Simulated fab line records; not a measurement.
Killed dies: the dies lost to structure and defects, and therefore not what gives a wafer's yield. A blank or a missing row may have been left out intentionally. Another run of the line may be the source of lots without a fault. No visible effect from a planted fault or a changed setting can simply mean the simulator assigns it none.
Chamber matching -- flow n5 finfet -- N5_BEOL_M0_SAQP_ETCH_49 on rie diel-03: 4 sister chambers
The step etches SiO2 in CF4/O2, target depth 37 nm. 18 wafers are shown with their chamber, then 9 later ones without.

## WAFERS PAIRED WITH THEIR CHAMBERS
wafer,chamber,drypump motor current A (A),throttle valve pct (%),oes product au (a.u.)
L075.2,0,5.8,16.22,0.74
L075.4,2,5.9,15.82,0.72
L075.6,2,5.9,15.86,0.72
L076.3,0,5.7,16.20,0.74
L076.4,1,4.9,16.12,0.68
L076.6,3,5.9,15.66,0.97
L079.1,3,5.9,15.67,0.95
L079.3,1,4.9,16.11,0.68
L079.5,1,4.9,16.11,0.68
L080.4,3,5.9,15.69,0.94
L080.5,0,5.8,16.24,0.74
L080.6,2,6.0,15.85,0.72
L081.2,3,5.9,15.69,0.93
L081.3,2,6.0,15.87,0.71
L081.4,2,6.0,15.85,0.72
L083.1,2,6.0,15.87,0.72
L083.4,0,5.8,16.25,0.72
L083.5,3,5.9,15.71,0.92

SIGNATURES (averages over the wafers above)
reading,chamber 0,chamber 1,chamber 2,chamber 3,scatter within a chamber
drypump motor current A,5.775,4.900,5.967,5.900,0.0386
throttle valve pct,16.2275,16.1133,15.8533,15.6840,0.0185
oes product au,0.7350,0.6800,0.7183,0.9420,0.0115
Rule: for each reading, subtract the chamber's mean from the wafer's reading, divide by that reading's scatter and square the result; add these up over the readings and take the root, which gives the wafer's distance from the chamber. The wafer belongs to the nearest chamber; if the next one is less than 2 further off, it can't be placed. The scatter: the root of (the sum of the squares of (reading less its chamber's mean) over the shown wafers, divided by (wafers less chambers)).

## WAFERS WITH NO CHAMBER GIVEN
wafer,drypump motor current A (A),throttle valve pct (%),oes product au (a.u.)
L087.1,5.9,15.72,0.90
L087.2,5.7,16.27,0.72
L087.5,6.0,15.89,0.70
L088.1,5.8,16.27,0.71
L088.5,6.0,15.88,0.70
L088.6,5.9,15.70,0.89
L090.1,5.8,16.29,0.70
L090.4,4.9,15.66,0.95
L090.5,5.8,16.28,0.71

## EACH ONE'S CHAMBER
wafer,from the rows above,in truth
L087.1,3,3
L087.2,0,0
L087.5,2,2
L088.1,0,0
L088.5,2,2
L088.6,3,3
L090.1,0,0
L090.4,3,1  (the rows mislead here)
L090.5,0,0
8 of 9 placed correctly. Number that these rows cannot place: 0. Placed wrongly: 1.
